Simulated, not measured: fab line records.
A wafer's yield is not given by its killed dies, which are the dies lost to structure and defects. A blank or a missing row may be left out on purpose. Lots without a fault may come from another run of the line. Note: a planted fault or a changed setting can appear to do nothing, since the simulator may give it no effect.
What tool caused it? -- flow n5 finfet -- 9 lots, 26 wafers sampled, at 5 steps of a route of 1938

== WHAT THE GAUGES READ, wafer by wafer ==
N5_BEOL_M4_RC_MEAS_101. Usual: DIBL_N 35.9 mV/V, standard deviation 2.5; DIBL_P 36.0 mV/V, standard deviation 3; IOFF_N 0.16 nA/um, standard deviation 0.047; IOFF_P 0.21 nA/um, standard deviation 0.047; ION_N 671 uA/um, standard deviation 14; ION_P 460 uA/um, standard deviation 8.8; SS_N 71.5 mV/dec, standard deviation 0.73; SS_P 73.2 mV/dec, standard deviation 0.91; VT_N 250 mV, standard deviation 4.3; VT_P -251 mV, standard deviation 3.6.
lot,measured,on,DIBL_N (mV/V),DIBL_P (mV/V),IOFF_N (nA/um),IOFF_P (nA/um),ION_N (uA/um),ION_P (uA/um),SS_N (mV/dec),SS_P (mV/dec),VT_N (mV),VT_P (mV),flag
L351,day 7 18:34,prober-02,34.8 37.7 34.1,34.4 37.2 33.6,0.14 0.20 0.14,0.19 0.22 0.17,662 679 653,453 465 444,71.0 72.4 70.5,73.3 73.2 72.7,250 245 249,-254 -251 -256,
L352,day 7 22:47,prober-01,35.4 32.2 35.9,36.4 32.9 37.2,0.15 0.11 0.16,0.18 0.16 0.20,667 653 682,451 451 467,71.5 70.5 71.4,73.3 72.3 73.0,253 252 250,-254 -254 -254,
L353,day 8 14:56,prober-02,39.5 36.4 35.5,41.7 37.2 36.5,0.27 0.17 0.18,0.31 0.23 0.23,692 671 690,472 465 472,72.5 72.1 71.3,74.9 73.7 74.1,240 247 243,-245 -248 -249,
L358,day 9 14:58,prober-02,35.2 32.0 32.7,34.8 32.5 32.3,0.16 0.12 0.12,0.17 0.14 0.14,677 660 658,453 452 449,71.7 70.7 70.5,72.9 72.5 72.9,250 252 254,-256 -254 -257,
L359,day 10 01:07,prober-01,37.0 36.8 38.2,35.8 35.4 36.5,0.16 0.15 0.17,0.21 0.19 0.21,681 667 674,465 454 457,71.8 71.2 72.0,74.2 73.2 73.9,251 251 247,-250 -254 -252,
L360,day 10 06:10,prober-01,31.1 34.7 34.7,29.3 32.3 32.0,0.08 0.11 0.12,0.12 0.15 0.14,650 642 655,452 444 444,69.3 71.4 70.7,70.9 72.0 71.4,257 256 253,-257 -253 -253,
L365,day 11 03:08,prober-02,37.2 36.7 33.2,37.0 37.9 33.6,0.18 0.17 0.12,0.18 0.22 0.15,670 678 664,450 458 462,71.4 71.9 70.7,72.8 74.4 72.6,248 247 253,-253 -252 -255,
L367,day 12 02:52,prober-01,37.0 38.6,37.6 37.4,0.17 0.19,0.23 0.22,685 686,471 466,71.3 72.4,73.2 73.3,247 246,-253 -254,
L374,day 13 12:32,prober-01,35.2 39.7 33.6,33.5 39.0 33.2,0.12 0.20 0.11,0.16 0.25 0.16,668 673 664,458 457 462,71.1 73.0 70.8,73.0 74.5 72.2,254 249 253,-252 -250 -254,

== TOOL THAT RAN EACH LOT (tool first, then ch and the chambers of the sampled wafers, then the start) ==
lot,N5_BEOL_M4_HM_OPEN_17,N5_BEOL_M4_STRIP_19,N5_BEOL_M4_ALD_98,N5_BEOL_M4_STRIP_36
L351,"rie metal-01 ch 0,1, day 7 11:08","rie diel-06 ch 0,1,3, day 7 11:21","ald sin-02 ch 0,2, day 7 12:00","rie diel-06 ch 0,1,3, day 7 13:46"
L352,"rie metal-03 ch 0,1, day 7 17:26","rie diel-03 ch 0,1,3, day 7 17:32","ald sin-01 ch 0,2,3, day 7 18:11","rie diel-03 ch 0,2,3, day 7 18:37"
L353,"rie metal-01 ch 1, day 7 18:36","rie diel-03 ch 0,1,2, day 7 18:46","ald sin-04 ch 1,2, day 7 19:57","rie diel-03 ch 2,3, day 8 10:53"
L358,"rie metal-03 ch 0,1, day 9 08:22","rie diel-03 ch 0,1,2, day 9 08:34","ald sin-04 ch 0,2,3, day 9 10:19","rie diel-02 ch 0,2,3, day 9 10:41"
L359,"rie metal-03 ch 0,1, day 9 19:22","rie diel-06 ch 0,1,3, day 9 19:29","ald sin-04 ch 0,1,2, day 9 20:07","rie diel-03 ch 2,3, day 9 20:58"
L360,"rie metal-01 ch 0,1, day 9 22:49","rie diel-03 ch 1,2, day 9 22:56","ald sin-04 ch 0,1,3, day 9 23:53","rie diel-03 ch 1,2, day 10 01:29"
L365,"rie metal-03 ch 0,1, day 10 12:56","rie diel-03 ch 1,3, day 10 13:02","ald sin-02 ch 0,1, day 10 13:44","rie diel-06 ch 0,3, day 10 22:14"
L367,"rie metal-03 ch 1, day 11 18:07","rie diel-02 ch 1,3, day 11 18:15","ald sin-02 ch 1,2, day 11 19:07","rie diel-03 ch 1,2, day 11 21:52"
L374,"rie metal-03 ch 0,1, day 13 02:58","rie diel-03 ch 0,1, day 13 03:07","ald sin-01 ch 1,2, day 13 04:05","rie diel-03 ch 0,1, day 13 06:04"
- N5_BEOL_M4_HM_OPEN_17: chemistry Cl2/BCl3, target TiN, target depth 20 nm, overetch 6 nm.
- N5_BEOL_M4_STRIP_19: strips in O2.
- N5_BEOL_M4_ALD_98: deposits SiO2, target thk 2.5 nm, pulse time 1 s, co reactant pulse time 1 s.
- N5_BEOL_M4_STRIP_36: strips in N2/H2.

== AS READ BY THE TOOLS THEMSELVES (means over the sampled wafers that have a number; for cases with no such wafer, the mark the record gives instead) ==
N5_BEOL_M4_HM_OPEN_17. Usual: chamber pressure mTorr 9.999 mTorr, standard deviation 0.0088; drypump motor current A 5.7 A, standard deviation 0.43; oes product au 0.69 a.u., standard deviation 0.093; rf fwd power W 991 W, standard deviation 3.7; throttle valve pct 22.33 %, standard deviation 0.2.
lot,tool,chamber pressure mTorr (mTorr),drypump motor current A (A),oes product au (a.u.),rf fwd power W (W),throttle valve pct (%),flag
L351,rie metal-01,9.995,5.7,0.58,995,22.44,
L352,rie metal-03,9.998,6.0,0.74,991,22.18,
L353,rie metal-01,9.989,5.9,0.74,985,22.23,
L358,rie metal-03,9.999,6.0,0.73,991,22.18,
L359,rie metal-03,10.001,6.0,0.71,986,22.20,
L360,rie metal-01,9.991,5.7,0.76,995,22.28,
L365,rie metal-03,10.008,6.1,0.71,989,22.20,
L367,rie metal-03,9.994,6.0,0.74,988,22.06,
L374,rie metal-03,10.006,6.0,0.63,994,22.38,

N5_BEOL_M4_STRIP_19. Usual: chamber pressure mTorr 29.999 mTorr, standard deviation 0.024; drypump motor current A 5.6 A, standard deviation 0.31; oes product au 0.79 a.u., standard deviation 0.078; rf vpp V 3.7 V, standard deviation 0.47; showerhead plenum p Torr 2.06 Torr, standard deviation 0.056; throttle valve pct 16.62 %, standard deviation 0.21.
lot,tool,chamber pressure mTorr (mTorr),drypump motor current A (A),oes product au (a.u.),rf vpp V (V),showerhead plenum p Torr (Torr),throttle valve pct (%),flag
L351,rie diel-06,29.987,5.8,0.83,3.6,2.06,16.62,
L352,rie diel-03,30.014,5.4,0.74,3.6,2.09,16.59,
L353,rie diel-03,29.996,5.3,0.80,3.5,2.11,16.58,
L358,rie diel-03,29.974,5.3,0.78,3.7,2.11,16.59,
L359,rie diel-06,29.981,5.8,0.80,4.1,2.05,16.64,
L360,rie diel-03,29.999,5.4,0.82,3.8,2.07,16.63,
L365,rie diel-03,30.020,5.7,0.74,3.2,2.04,16.56,
L367,rie diel-02,30.011,5.5,0.80,3.4,2.03,16.84,
L374,rie diel-03,30.004,5.1,0.85,3.8,2.11,16.43,

N5_BEOL_M4_ALD_98. Usual: heater power outer w 41 W, standard deviation 4.6; heater power w 78 W, standard deviation 9.4; precursor pulse height rel 1.001, standard deviation 0.021.
lot,tool,heater power outer w (W),heater power w (W),precursor pulse height rel,flag
L351,ald sin-02,46,81,1.008,
L352,ald sin-01,38,70,1.012,
L353,ald sin-04,42,80,1.028,
L358,ald sin-04,40,76,1.008,
L359,ald sin-04,41,77,1.001,
L360,ald sin-04,39,75,0.996,
L365,ald sin-02,39,73,0.994,
L367,ald sin-02,40,74,0.985,
L374,ald sin-01,39,75,0.992,

N5_BEOL_M4_STRIP_36. Usual: value, then standard deviation, for each; chamber pressure mTorr 20.00 mTorr / 0.03; drypump motor current A 5.6 A / 0.3; oes product au 0.79 a.u. / 0.078; power w 450.0 W / 1.5; rf vpp V 59.3 V / 1.4; showerhead plenum p Torr 2.50 Torr / 0.068; throttle valve pct 23.6 % / 0.45.
lot,tool,chamber pressure mTorr (mTorr),drypump motor current A (A),oes product au (a.u.),power w (W),rf vpp V (V),showerhead plenum p Torr (Torr),throttle valve pct (%),flag
L351,rie diel-06,20.02,5.8,0.82,450.0,60.3,2.49,23.4,
L352,rie diel-03,19.99,5.6,0.79,449.2,58.9,2.57,23.4,
L353,rie diel-03,20.00,5.8,0.84,452.5,57.2,2.55,23.3,
L358,rie diel-02,19.98,5.7,0.77,448.3,58.8,2.48,24.2,
L359,rie diel-03,20.00,5.8,0.83,449.8,57.7,2.55,23.4,
L360,rie diel-03,20.04,5.5,0.85,449.0,59.3,2.51,23.2,
L365,rie diel-06,20.00,6.0,0.78,451.3,60.2,2.44,23.3,
L367,rie diel-03,20.01,5.5,0.81,450.0,58.4,2.47,23.2,
L374,rie diel-03,20.00,5.1,0.85,449.6,59.0,2.53,23.2,

== THE ANSWER, worked out from the rows above alone ==
Rule: lot off if the mean of its wafers having a number is beyond 3 standard deviations from the usual mean. Also off: a lot with no number at a reading for which 4 or more lots have one. Any other lot the step has rows for is counted as sound. Order of review: gauges by route order, followed by the tools' own readings, for which a lot's mean as printed above is used. The first step at which some lot is off is used, and at that step the reading that is off furthest; a lot without a number counts as furthest.
Across all readings shown, no lot is off: no conclusion can be drawn from this.

== WHAT THE SIMULATOR HAD PUT IN ==
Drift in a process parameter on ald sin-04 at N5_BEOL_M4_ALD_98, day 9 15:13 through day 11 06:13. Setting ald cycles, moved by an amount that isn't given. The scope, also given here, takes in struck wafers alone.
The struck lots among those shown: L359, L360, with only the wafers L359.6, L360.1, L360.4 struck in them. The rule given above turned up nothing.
